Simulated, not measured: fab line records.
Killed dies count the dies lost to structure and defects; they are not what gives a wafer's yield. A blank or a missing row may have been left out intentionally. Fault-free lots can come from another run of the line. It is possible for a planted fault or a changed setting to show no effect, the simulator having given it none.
fab line records / flow n5Finfet
[record] lots = 7 wafers = 17 lastDay = 18
route steps=1938 shown MOL_CONTACT_COAG@539 PASSIVATION@1936
lots that met no fault: from a run of the same line without faults
startH: start of the lot's first displayed wafer, in hours after the record's first day / waitH: hours elapsed since this lot's preceding step / " repeats the value in the row above / L1.1+2: a row that stands for several wafers / - no value, or no start given / * or withheld: withheld / < > ~ a bound
route shown NAME@n: names a module that has steps shown in the file, with the first one's number in the route / usual: the fault-free wafers' mean and standard deviation / same: alike in all rows / chamber/n: place in a boat / sites: the reading at each site / _std_site: their standard deviation / _edge_site: mean of outer sites minus mean of inner sites / radiusMm: how far each site lies from the wafer's centre / mask NAME#n: copy n / behind: the tool/chamber that last shaped the wafer / hold: why the lot was held/for how many hours/how that ended / device: the n, p or np transistor that did not switch / end of line: the same wafers' tests at the end of the route / where a step has no rows: the recipe by itself / killed: dies lost to structure and defects at the first sort, not the wafer's yield / map: per-die view of a wafer (x killed, . not killed, _ where there is no die)
set.NAME: the setting as run; set.NAME@STEP: as run at that earlier step / model.NAME: the simulator's own value behind a step, which no gauge read
a table for each step, a row for each wafer; lots at some steps of the route
services: a tool's chamber out of use, with start hour (startH, from the record's first day; less than 0 if before it), hours out, and reason
[[steps]]
[step N5_MOL_CONTACT_COAG_STRIP_98]
[recipe] chemistry = N2/H2 powerW = 500 tempC = 40 pressureMtorr = 50 rfFrequencyHz = 6e+07 overashFraction = 0.3 biasPowerW = 8 h2Frac = 0.5 n2FlowSccm = 300 h2FlowSccm = 300
[step N5_MOL_CONTACT_COAG_CD_MEAS_99]
[recipe] targetCdNm = 17.2 polarity = opening
[usual] cdNm = 17.3/0.42
lot.wafer=L407.1 tool=cdSem-03 chamber=- startH=100.44 waitH=- cdNm=17.3
lot.wafer=L407.2 tool=cdSem-03 chamber=- startH=100.44 waitH=- cdNm=17.9
lot.wafer=L407.6 tool=cdSem-03 chamber=- startH=100.44 waitH=- cdNm=17.4
lot.wafer=L408.1 tool=cdSem-01 chamber=- startH=110.24 waitH=- cdNm=16.9
lot.wafer=L408.2 tool=cdSem-01 chamber=- startH=110.24 waitH=- cdNm=16.8
lot.wafer=L408.3 tool=cdSem-01 chamber=- startH=110.24 waitH=- cdNm=17.4
lot.wafer=L411.3 tool=cdSem-03 chamber=- startH=132.11 waitH=- cdNm=17.3
lot.wafer=L411.4 tool=cdSem-03 chamber=- startH=132.11 waitH=- cdNm=17.7
lot.wafer=L412.4 tool=cdSem-01 chamber=- startH=132.22 waitH=- cdNm=17.7
lot.wafer=L412.5 tool=cdSem-01 chamber=- startH=132.22 waitH=- cdNm=17.8
lot.wafer=L414.2 tool=cdSem-01 chamber=- startH=143.61 waitH=- cdNm=17.4
lot.wafer=L414.5 tool=cdSem-01 chamber=- startH=143.61 waitH=- cdNm=17.0
lot.wafer=L420.1 tool=cdSem-01 chamber=- startH=181.82 waitH=- cdNm=16.3
lot.wafer=L420.3 tool=cdSem-01 chamber=- startH=181.82 waitH=- cdNm=17.4
lot.wafer=L427.2 tool=cdSem-03 chamber=- startH=230.44 waitH=- cdNm=17.4
lot.wafer=L427.3 tool=cdSem-03 chamber=- startH=230.44 waitH=- cdNm=17.1
lot.wafer=L427.5 tool=cdSem-03 chamber=- startH=230.44 waitH=- cdNm=16.7
[step N5_MOL_CONTACT_COAG_IMPLANT_129]
[recipe] species = Ge energyKev = 3 doseCm2 = 6e+14 tiltDeg = 0 rotationDeg = 0
[step N5_MOL_CONTACT_COAG_PRECLEAN_111]
[recipe] chemistry = NF3:NH3 afsCycles = 1 tempC = 30 timeS = 20 sublimationTempC = 180 sublimationTimeS = 60 pressureTorr = 3 rfPowerW = 30
[step N5_MOL_CONTACT_COAG_TI_SIL_19]
[recipe] material = Ti targetThkA = 42 tempC = 200 chamberPressurePa = 5 powerW = 5000 timeS = 15
[step N5_MOL_CONTACT_COAG_ALD_20]
[recipe] material = TiN targetThkA = 15 tempC = 400 aldPrecursorFamily = TiCl4 aldCoReactant = NH3 pulseTimeS = 1 purgeTimeS = 3 coReactantPurgeTimeS = 2 coReactantPulseTimeS = 2 aldCycles = 68 pressureTorr = 3
[usual] heaterPowerW = 838/120 precursorPulseHeightRel = 1.002/0.018
lot.wafer=L407.1 tool=aldMetal-04 chamber=2 startH=101.25 waitH=0.1 heaterPowerW=829 precursorPulseHeightRel=0.985
lot.wafer=L407.2 tool=aldMetal-04 chamber=0 startH=101.25 waitH=0.1 heaterPowerW=838 precursorPulseHeightRel=1.017
lot.wafer=L407.6 tool=aldMetal-04 chamber=1 startH=101.25 waitH=0.1 heaterPowerW=801 precursorPulseHeightRel=0.993
lot.wafer=L408.1 tool=aldMetal-01 chamber=2 startH=111.01 waitH=0.1 heaterPowerW=1003 precursorPulseHeightRel=0.986
lot.wafer=L408.2 tool=aldMetal-01 chamber=1 startH=111.01 waitH=0.1 heaterPowerW=964 precursorPulseHeightRel=1.008
lot.wafer=L408.3 tool=aldMetal-01 chamber=3 startH=111.01 waitH=0.1 heaterPowerW=816 precursorPulseHeightRel=0.975
lot.wafer=L412.4 tool=aldMetal-04 chamber=3 startH=133.73 waitH=0.1 heaterPowerW=707 precursorPulseHeightRel=1.007
lot.wafer=L412.5 tool=aldMetal-04 chamber=0 startH=133.73 waitH=0.1 heaterPowerW=850 precursorPulseHeightRel=0.975
lot.wafer=L411.3 tool=aldMetal-01 chamber=0 startH=133.83 waitH=0.1 heaterPowerW=837 precursorPulseHeightRel=0.977
lot.wafer=L411.4 tool=aldMetal-01 chamber=3 startH=133.83 waitH=0.1 heaterPowerW=812 precursorPulseHeightRel=0.998
lot.wafer=L414.2 tool=aldMetal-02 chamber=0 startH=144.25 waitH=0.1 heaterPowerW=1013 precursorPulseHeightRel=1.005
lot.wafer=L414.5 tool=aldMetal-02 chamber=0 startH=144.25 waitH=0.1 heaterPowerW=1020 precursorPulseHeightRel=0.997
lot.wafer=L420.1 tool=aldMetal-04 chamber=2 startH=183.75 waitH=0.1 heaterPowerW=834 precursorPulseHeightRel=1.027
lot.wafer=L420.3 tool=aldMetal-04 chamber=1 startH=183.75 waitH=0.1 heaterPowerW=812 precursorPulseHeightRel=0.979
lot.wafer=L427.2 tool=aldMetal-02 chamber=2 startH=231.02 waitH=0.1 heaterPowerW=1026 precursorPulseHeightRel=1.022
lot.wafer=L427.3 tool=aldMetal-02 chamber=1 startH=231.02 waitH=0.1 heaterPowerW=648 precursorPulseHeightRel=1.004
lot.wafer=L427.5 tool=aldMetal-02 chamber=2 startH=231.02 waitH=0.1 heaterPowerW=1006 precursorPulseHeightRel=1.014
[step N5_MOL_CONTACT_COAG_SIL_ANNEAL_21]
[recipe] tempC = 550 timeS = 60 ambient = N2
[usual] lampPowerPct = 6.0/0.37 lamp_zone_4_pct = 6.0/0.37 lamp_zone_7_pct = 6.3/0.38 wafer_temp_C_max = 553.3/1.2
lot.wafer=L407.1 tool=rtpAnneal-02 chamber=0 startH=101.63 waitH=0.2 lampPowerPct=6.3 lamp_zone_4_pct=6.3 lamp_zone_7_pct=6.6 wafer_temp_C_max=553.4
lot.wafer=L407.2 tool=rtpAnneal-02 chamber=0 startH=101.63 waitH=0.2 lampPowerPct=6.3 lamp_zone_4_pct=6.3 lamp_zone_7_pct=6.6 wafer_temp_C_max=554.4
lot.wafer=L407.6 tool=rtpAnneal-02 chamber=0 startH=101.63 waitH=0.2 lampPowerPct=6.3 lamp_zone_4_pct=6.3 lamp_zone_7_pct=6.6 wafer_temp_C_max=553.5
lot.wafer=L408.1 tool=rtpAnneal-02 chamber=0 startH=111.38 waitH=0.2 lampPowerPct=6.3 lamp_zone_4_pct=6.3 lamp_zone_7_pct=6.6 wafer_temp_C_max=554.4
lot.wafer=L408.2 tool=rtpAnneal-02 chamber=0 startH=111.38 waitH=0.2 lampPowerPct=6.3 lamp_zone_4_pct=6.3 lamp_zone_7_pct=6.6 wafer_temp_C_max=554.0
lot.wafer=L408.3 tool=rtpAnneal-02 chamber=0 startH=111.38 waitH=0.2 lampPowerPct=6.3 lamp_zone_4_pct=6.3 lamp_zone_7_pct=6.6 wafer_temp_C_max=554.7
lot.wafer=L412.4 tool=rtpAnneal-01 chamber=0 startH=134.39 waitH=0.5 lampPowerPct=5.6 lamp_zone_4_pct=5.6 lamp_zone_7_pct=5.8 wafer_temp_C_max=552.4
lot.wafer=L412.5 tool=rtpAnneal-01 chamber=0 startH=134.39 waitH=0.5 lampPowerPct=5.6 lamp_zone_4_pct=5.6 lamp_zone_7_pct=5.8 wafer_temp_C_max=552.3
lot.wafer=L411.3 tool=rtpAnneal-02 chamber=0 startH=134.43 waitH=0.4 lampPowerPct=6.3 lamp_zone_4_pct=6.3 lamp_zone_7_pct=6.6 wafer_temp_C_max=553.0
lot.wafer=L411.4 tool=rtpAnneal-02 chamber=0 startH=134.43 waitH=0.4 lampPowerPct=6.3 lamp_zone_4_pct=6.3 lamp_zone_7_pct=6.6 wafer_temp_C_max=552.6
lot.wafer=L414.2 tool=rtpAnneal-01 chamber=0 startH=144.66 waitH=0.2 lampPowerPct=5.6 lamp_zone_4_pct=5.6 lamp_zone_7_pct=5.8 wafer_temp_C_max=552.4
lot.wafer=L414.5 tool=rtpAnneal-01 chamber=0 startH=144.66 waitH=0.2 lampPowerPct=5.6 lamp_zone_4_pct=5.6 lamp_zone_7_pct=5.8 wafer_temp_C_max=552.9
lot.wafer=L420.1 tool=rtpAnneal-02 chamber=0 startH=184.13 waitH=0.2 lampPowerPct=6.3 lamp_zone_4_pct=6.3 lamp_zone_7_pct=6.6 wafer_temp_C_max=555.3
lot.wafer=L420.3 tool=rtpAnneal-02 chamber=0 startH=184.13 waitH=0.2 lampPowerPct=6.3 lamp_zone_4_pct=6.3 lamp_zone_7_pct=6.6 wafer_temp_C_max=556.3
lot.wafer=L427.2 tool=rtpAnneal-02 chamber=0 startH=231.43 waitH=0.2 lampPowerPct=6.3 lamp_zone_4_pct=6.3 lamp_zone_7_pct=6.6 wafer_temp_C_max=554.1
lot.wafer=L427.3 tool=rtpAnneal-02 chamber=0 startH=231.43 waitH=0.2 lampPowerPct=6.3 lamp_zone_4_pct=6.3 lamp_zone_7_pct=6.6 wafer_temp_C_max=552.7
lot.wafer=L427.5 tool=rtpAnneal-02 chamber=0 startH=231.43 waitH=0.2 lampPowerPct=6.3 lamp_zone_4_pct=6.3 lamp_zone_7_pct=6.6 wafer_temp_C_max=553.8
[step N5_MOL_CONTACT_COAG_PRE_CLEAN_141]
[recipe] gas = H2/He timeS = 60 tempC = 300
[step N5_MOL_CONTACT_COAG_SPUTTER_143]
[recipe] material = Co targetThkA = 25 tempC = 25 chamberPressurePa = 0.2
[usual] throttleValvePct = 29.8/0.99
lot.wafer=L407.1 tool=pvdSputter-01 chamber=- startH=102.33 waitH=0.0 throttleValvePct=30.2
lot.wafer=L407.2 tool=pvdSputter-01 chamber=- startH=102.33 waitH=0.0 throttleValvePct=29.9
lot.wafer=L407.6 tool=pvdSputter-01 chamber=- startH=102.33 waitH=0.0 throttleValvePct=31.0
lot.wafer=L408.1 tool=pvdSputter-02 chamber=- startH=111.83 waitH=0.0 throttleValvePct=31.0
lot.wafer=L408.2 tool=pvdSputter-02 chamber=- startH=111.83 waitH=0.0 throttleValvePct=27.8
lot.wafer=L408.3 tool=pvdSputter-02 chamber=- startH=111.83 waitH=0.0 throttleValvePct=30.6
lot.wafer=L412.4 tool=pvdSputter-02 chamber=- startH=135.54 waitH=0.0 throttleValvePct=28.8
lot.wafer=L412.5 tool=pvdSputter-02 chamber=- startH=135.54 waitH=0.0 throttleValvePct=30.5
lot.wafer=L411.3 tool=pvdSputter-02 chamber=- startH=135.70 waitH=0.0 throttleValvePct=30.4
lot.wafer=L411.4 tool=pvdSputter-02 chamber=- startH=135.70 waitH=0.0 throttleValvePct=28.2
lot.wafer=L414.2 tool=pvdSputter-03 chamber=- startH=145.61 waitH=0.0 throttleValvePct=29.4
lot.wafer=L414.5 tool=pvdSputter-03 chamber=- startH=145.61 waitH=0.0 throttleValvePct=29.5
lot.wafer=L420.1 tool=pvdSputter-01 chamber=- startH=184.72 waitH=0.0 throttleValvePct=30.5
lot.wafer=L420.3 tool=pvdSputter-01 chamber=- startH=184.72 waitH=0.0 throttleValvePct=29.1
lot.wafer=L427.2 tool=pvdSputter-01 chamber=- startH=232.50 waitH=0.0 throttleValvePct=29.8
lot.wafer=L427.3 tool=pvdSputter-01 chamber=- startH=232.50 waitH=0.0 throttleValvePct=29.1
lot.wafer=L427.5 tool=pvdSputter-01 chamber=- startH=232.50 waitH=0.0 throttleValvePct=29.6
[step N5_MOL_CONTACT_COAG_CO_FILL_22]
[recipe] material = Co targetThkA = 200 tempC = 200 precursor = CCTBA/H2 pressureTorr = 30
[usual] heaterPowerW = 226/15
lot.wafer=L407.1 tool=cvdCo-02 chamber=0 startH=102.45 waitH=0.1 heaterPowerW=231
lot.wafer=L407.2 tool=cvdCo-02 chamber=1 startH=102.45 waitH=0.1 heaterPowerW=241
lot.wafer=L407.6 tool=cvdCo-02 chamber=1 startH=102.45 waitH=0.1 heaterPowerW=247
lot.wafer=L408.1 tool=cvdCo-02 chamber=2 startH=111.95 waitH=0.1 heaterPowerW=202
lot.wafer=L408.2 tool=cvdCo-02 chamber=0 startH=111.95 waitH=0.1 heaterPowerW=231
lot.wafer=L408.3 tool=cvdCo-02 chamber=1 startH=111.95 waitH=0.1 heaterPowerW=248
lot.wafer=L411.3 tool=cvdCo-02 chamber=2 startH=135.82 waitH=0.1 heaterPowerW=199
lot.wafer=L411.4 tool=cvdCo-02 chamber=0 startH=135.82 waitH=0.1 heaterPowerW=228
lot.wafer=L412.4 tool=cvdCo-01 chamber=0 startH=135.95 waitH=0.4 heaterPowerW=215
lot.wafer=L412.5 tool=cvdCo-01 chamber=2 startH=135.95 waitH=0.4 heaterPowerW=239
lot.wafer=L414.2 tool=cvdCo-02 chamber=2 startH=145.75 waitH=0.1 heaterPowerW=207
lot.wafer=L414.5 tool=cvdCo-02 chamber=0 startH=145.75 waitH=0.1 heaterPowerW=228
lot.wafer=L420.1 tool=cvdCo-02 chamber=0 startH=184.84 waitH=0.1 heaterPowerW=231
lot.wafer=L420.3 tool=cvdCo-02 chamber=1 startH=184.84 waitH=0.1 heaterPowerW=243
lot.wafer=L427.2 tool=cvdCo-02 chamber=2 startH=232.63 waitH=0.1 heaterPowerW=205
lot.wafer=L427.3 tool=cvdCo-02 chamber=0 startH=232.63 waitH=0.1 heaterPowerW=233
lot.wafer=L427.5 tool=cvdCo-02 chamber=1 startH=232.63 waitH=0.1 heaterPowerW=245
[step N5_MOL_CONTACT_COAG_ANNEAL_113]
[recipe] tempC = 400 timeS = 300 ambient = H2/N2
[usual] lampPowerPct = 2.57/0.16 lamp_zone_4_pct = 2.57/0.16 lamp_zone_7_pct = 2.70/0.17 wafer_temp_C_max = 402.4/0.94
lot.wafer=L407.1 tool=rtpAnneal-02 chamber=0 startH=103.07 waitH=0.3 lampPowerPct=2.70 lamp_zone_4_pct=2.71 lamp_zone_7_pct=2.84 wafer_temp_C_max=403.1
lot.wafer=L407.2 tool=rtpAnneal-02 chamber=0 startH=103.07 waitH=0.3 lampPowerPct=2.71 lamp_zone_4_pct=2.71 lamp_zone_7_pct=2.85 wafer_temp_C_max=402.6
lot.wafer=L407.6 tool=rtpAnneal-02 chamber=0 startH=103.07 waitH=0.3 lampPowerPct=2.71 lamp_zone_4_pct=2.70 lamp_zone_7_pct=2.84 wafer_temp_C_max=403.3
lot.wafer=L408.1 tool=rtpAnneal-02 chamber=0 startH=112.56 waitH=0.3 lampPowerPct=2.71 lamp_zone_4_pct=2.70 lamp_zone_7_pct=2.84 wafer_temp_C_max=402.9
lot.wafer=L408.2 tool=rtpAnneal-02 chamber=0 startH=112.56 waitH=0.3 lampPowerPct=2.71 lamp_zone_4_pct=2.70 lamp_zone_7_pct=2.84 wafer_temp_C_max=402.9
lot.wafer=L408.3 tool=rtpAnneal-02 chamber=0 startH=112.56 waitH=0.3 lampPowerPct=2.71 lamp_zone_4_pct=2.70 lamp_zone_7_pct=2.85 wafer_temp_C_max=403.9
lot.wafer=L411.3 tool=rtpAnneal-01 chamber=0 startH=136.74 waitH=0.6 lampPowerPct=2.38 lamp_zone_4_pct=2.39 lamp_zone_7_pct=2.51 wafer_temp_C_max=401.6
lot.wafer=L411.4 tool=rtpAnneal-01 chamber=0 startH=136.74 waitH=0.6 lampPowerPct=2.38 lamp_zone_4_pct=2.39 lamp_zone_7_pct=2.51 wafer_temp_C_max=401.2
lot.wafer=L412.4 tool=rtpAnneal-02 chamber=0 startH=137.15 waitH=0.9 lampPowerPct=2.71 lamp_zone_4_pct=2.70 lamp_zone_7_pct=2.84 wafer_temp_C_max=403.2
lot.wafer=L412.5 tool=rtpAnneal-02 chamber=0 startH=137.15 waitH=0.9 lampPowerPct=2.70 lamp_zone_4_pct=2.71 lamp_zone_7_pct=2.84 wafer_temp_C_max=402.7
lot.wafer=L414.2 tool=rtpAnneal-02 chamber=0 startH=146.55 waitH=0.5 lampPowerPct=2.71 lamp_zone_4_pct=2.70 lamp_zone_7_pct=2.84 wafer_temp_C_max=402.7
lot.wafer=L414.5 tool=rtpAnneal-02 chamber=0 startH=146.55 waitH=0.5 lampPowerPct=2.70 lamp_zone_4_pct=2.71 lamp_zone_7_pct=2.85 wafer_temp_C_max=404.6
lot.wafer=L420.1 tool=rtpAnneal-01 chamber=0 startH=185.46 waitH=0.3 lampPowerPct=2.39 lamp_zone_4_pct=2.38 lamp_zone_7_pct=2.51 wafer_temp_C_max=401.9
lot.wafer=L420.3 tool=rtpAnneal-01 chamber=0 startH=185.46 waitH=0.3 lampPowerPct=2.38 lamp_zone_4_pct=2.39 lamp_zone_7_pct=2.51 wafer_temp_C_max=401.9
lot.wafer=L427.2 tool=rtpAnneal-02 chamber=0 startH=233.39 waitH=0.5 lampPowerPct=2.71 lamp_zone_4_pct=2.70 lamp_zone_7_pct=2.84 wafer_temp_C_max=402.7
lot.wafer=L427.3 tool=rtpAnneal-02 chamber=0 startH=233.39 waitH=0.5 lampPowerPct=2.71 lamp_zone_4_pct=2.70 lamp_zone_7_pct=2.84 wafer_temp_C_max=403.4
lot.wafer=L427.5 tool=rtpAnneal-02 chamber=0 startH=233.39 waitH=0.5 lampPowerPct=2.71 lamp_zone_4_pct=2.71 lamp_zone_7_pct=2.84 wafer_temp_C_max=402.8
[step N5_MOL_CONTACT_COAG_PRE_CLEAN_142]
[recipe] gas = H2/He timeS = 60 tempC = 300
[step N5_MOL_CONTACT_COAG_SPUTTER_130]
[recipe] material = Co targetThkA = 475 tempC = 25 chamberPressurePa = 0.5 powerW = 3000
[usual] throttleValvePct = 29.8/0.82
lot.wafer=L407.1 tool=pvdSputter-03 chamber=- startH=104.15 waitH=0.0 throttleValvePct=30.7 model.Co_of_MOL_CONTACT_COAG_SPUTTER_130.thkNm=48.6
lot.wafer=L407.2 tool=pvdSputter-03 chamber=- startH=104.15 waitH=0.0 throttleValvePct=29.5 model.Co_of_MOL_CONTACT_COAG_SPUTTER_130.thkNm=47.2
lot.wafer=L407.6 tool=pvdSputter-03 chamber=- startH=104.15 waitH=0.0 throttleValvePct=29.4 model.Co_of_MOL_CONTACT_COAG_SPUTTER_130.thkNm=47.6
lot.wafer=L408.1 tool=pvdSputter-01 chamber=- startH=113.93 waitH=0.0 throttleValvePct=29.4 model.Co_of_MOL_CONTACT_COAG_SPUTTER_130.thkNm=47.4
lot.wafer=L408.2 tool=pvdSputter-01 chamber=- startH=113.93 waitH=0.0 throttleValvePct=29.4 model.Co_of_MOL_CONTACT_COAG_SPUTTER_130.thkNm=48
lot.wafer=L408.3 tool=pvdSputter-01 chamber=- startH=113.93 waitH=0.0 throttleValvePct=31.0 model.Co_of_MOL_CONTACT_COAG_SPUTTER_130.thkNm=48
lot.wafer=L411.3 tool=pvdSputter-03 chamber=- startH=139.11 waitH=0.0 throttleValvePct=29.1 model.Co_of_MOL_CONTACT_COAG_SPUTTER_130.thkNm=47.6
lot.wafer=L411.4 tool=pvdSputter-03 chamber=- startH=139.11 waitH=0.0 throttleValvePct=29.3 model.Co_of_MOL_CONTACT_COAG_SPUTTER_130.thkNm=19.4
lot.wafer=L412.4 tool=pvdSputter-03 chamber=- startH=139.31 waitH=0.0 throttleValvePct=30.7 model.Co_of_MOL_CONTACT_COAG_SPUTTER_130.thkNm=19.4
lot.wafer=L412.5 tool=pvdSputter-03 chamber=- startH=139.31 waitH=0.0 throttleValvePct=29.6 model.Co_of_MOL_CONTACT_COAG_SPUTTER_130.thkNm=18
lot.wafer=L414.2 tool=pvdSputter-03 chamber=- startH=149.25 waitH=0.0 throttleValvePct=30.7 model.Co_of_MOL_CONTACT_COAG_SPUTTER_130.thkNm=48.8
lot.wafer=L414.5 tool=pvdSputter-03 chamber=- startH=149.25 waitH=0.0 throttleValvePct=31.1 model.Co_of_MOL_CONTACT_COAG_SPUTTER_130.thkNm=20.4
lot.wafer=L420.1 tool=pvdSputter-02 chamber=- startH=186.45 waitH=0.0 throttleValvePct=29.2 model.Co_of_MOL_CONTACT_COAG_SPUTTER_130.thkNm=47.2
lot.wafer=L420.3 tool=pvdSputter-02 chamber=- startH=186.45 waitH=0.0 throttleValvePct=30.5 model.Co_of_MOL_CONTACT_COAG_SPUTTER_130.thkNm=47.2
lot.wafer=L427.2 tool=pvdSputter-01 chamber=- startH=234.46 waitH=0.0 throttleValvePct=29.4 model.Co_of_MOL_CONTACT_COAG_SPUTTER_130.thkNm=47.6
lot.wafer=L427.3 tool=pvdSputter-01 chamber=- startH=234.46 waitH=0.0 throttleValvePct=30.9 model.Co_of_MOL_CONTACT_COAG_SPUTTER_130.thkNm=47.2
lot.wafer=L427.5 tool=pvdSputter-01 chamber=- startH=234.46 waitH=0.0 throttleValvePct=30.9 model.Co_of_MOL_CONTACT_COAG_SPUTTER_130.thkNm=47
[step N5_MOL_CONTACT_COAG_PRECLEAN_125]
[recipe] chemistry = DIW timeS = 57.5 tempC = 23
[step N5_PASSIVATION_PROBE_49]
[usual] killed_at_M0_to_M3 = 34/10 killed_at_M4_up = 13/5.4 killedAtContacts = 13/6 killedAtFrontEnd = 42/13 killedAtOther = 4/3.2 killedDies = 107/18 killedOpen = 69/14 killedShort = 35/7.7
[same] grossDies = 1180 killedAtBackSide = 0
lot.wafer=L408.1 tool=prober-02 chamber=- startH=280.09 waitH=0.0 killed_at_M0_to_M3=42 killed_at_M4_up=15 killedAtContacts=9 killedAtFrontEnd=46 killedAtOther=1 killedDies=113 killedOpen=69 killedShort=38
lot.wafer=L408.2 tool=prober-02 chamber=- startH=280.14 waitH=0.1 killed_at_M0_to_M3=30 killed_at_M4_up=15 killedAtContacts=8 killedAtFrontEnd=37 killedAtOther=13 killedDies=103 killedOpen=66 killedShort=35
lot.wafer=L408.3 tool=prober-02 chamber=- startH=280.19 waitH=0.1 killed_at_M0_to_M3=42 killed_at_M4_up=14 killedAtContacts=7 killedAtFrontEnd=38 killedAtOther=1 killedDies=102 killedOpen=73 killedShort=27
lot.wafer=L414.5 tool=prober-02 chamber=- startH=312.81 waitH=0.2 killed_at_M0_to_M3=23 killed_at_M4_up=14 killedAtContacts=7 killedAtFrontEnd=30 killedAtOther=5 killedDies=79 killedOpen=39 killedShort=29
lot.wafer=L412.4 tool=prober-02 chamber=- startH=315.73 waitH=0.2 killed_at_M0_to_M3=25 killed_at_M4_up=14 killedAtContacts=4 killedAtFrontEnd=73 killedAtOther=1 killedDies=117 killedOpen=66 killedShort=36
// killed by level:class
L408.1 STI_FIN_REVEAL:geometricParticle:open=14 FIN_SAQP:geometricParticle:open=12 FIN_SAQP:geometricParticle:short=11 BEOL_M0_SAQP:geometricParticle:open=10 BEOL_M3:geometricParticle:open=8 BEOL_M1:geometricParticle:open=6 BEOL_M2:geometricParticle:open=6 MOL_CONTACT_COAG:geometricParticle:short=4
L408.2 FIN_SAQP:geometricParticle:open=14 FIN_SAQP:geometricParticle:short=7 BEOL_M1:geometricParticle:open=7 DUMMY_GATE:geometricParticle:open=6 MOL_CONTACT_COAG:geometricParticle:open=6 BEOL_M0_SAQP:geometricParticle:short=5 BEOL_M4:geometricParticle:open=5 PAD_METAL:geometricParticle:open=5
L408.3 BEOL_M3:geometricParticle:open=12 STI_FIN_REVEAL:geometricParticle:open=10 BEOL_M1:geometricParticle:open=9 DUMMY_GATE:geometricParticle:open=8 BEOL_M2:geometricParticle:open=7 FIN_SAQP:geometricParticle:short=6 MOL_CONTACT_COAG:geometricParticle:open=6 FIN_SAQP:geometricParticle:open=5
L414.5 HKMG_FIN:areaEtch=10 BEOL_M4:geometricParticle:open=6 FIN_SAQP:geometricParticle:short=5 BEOL_M0_SAQP:geometricParticle:short=5 BEOL_M5:geometricParticle:open=5 STI_FIN_REVEAL:geometricParticle:open=4 MOL_CONTACT_COAG:geometricParticle:open=4 BEOL_M1:geometricParticle:open=4
L412.4 FIN_SAQP:geometricParticle:open=18 STI_FIN_REVEAL:geometricParticle:open=18 HKMG_FIN:areaEtch=12 BEOL_M3:geometricParticle:open=9 STI_FIN_REVEAL:geometricParticle:short=7 BEOL_M0_SAQP:geometricParticle:short=5 FIN_SAQP:geometricParticle:short=4 GATE_CUT:geometricParticle:short=4
[[services]]
tool=aldMetal-01 chamber=0 startH=109.66 hours=17.9 kind=repair
tool=cvdCo-01 chamber=1 startH=114.67 hours=- kind=clean
tool=cvdCo-01 chamber=1 startH=114.67 hours=22.0 kind=scheduledDown
tool=cvdCo-01 chamber=1 startH=114.67 hours=22.0 kind=ventCycle
tool=cvdCo-02 chamber=2 startH=161.91 hours=7.8 kind=repair
tool=cvdCo-02 chamber=1 startH=191.08 hours=4.8 kind=repair
tool=cvdCo-02 chamber=- startH=199.26 hours=2.8 kind=pm
tool=aldMetal-01 chamber=- startH=201.96 hours=1.6 kind=repair
tool=cvdCo-01 chamber=0 startH=207.82 hours=6.1 kind=repair
tool=aldMetal-02 chamber=- startH=218.63 hours=1.0 kind=repair
[[key]]
firstSign none at tools or gauges
[modelEffect] step = N5_MOL_CONTACT_COAG_SPUTTER_130 value = Co_of_MOL_CONTACT_COAG_SPUTTER_130.thkNm without = 48.1 struck = 19.3
metAt N5_MOL_CONTACT_COAG_SPUTTER_130
struckWafers L411.4,L412.4,L412.5,L414.5
testerLeftOut L411,L412,L414
[baselineLoss] step = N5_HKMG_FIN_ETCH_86 wafers = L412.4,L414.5
onsetBetween 104.15 139.11
[fault] kind = processParameterDrift tool = pvdSputter-03 chamber = - onsetH = 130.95 steps = N5_MOL_CONTACT_COAG_SPUTTER_130 channel = targetThkA offset = * shape = step endH = 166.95 scope = struckWafersOnly actsIn = * stated = *
// testerLeftOut: of these lots the tester's yield and bins aren't shown, on N5 and GAA mostly nor the transistor test; their killed dies are dies lost to structure and defects alone, not to doping, threshold or leakage, so they don't give the yield
// baselineLoss: these wafers lose ten dies or more at that step, a loss of the line's own and not of a fault; the sort's usual values leave them out
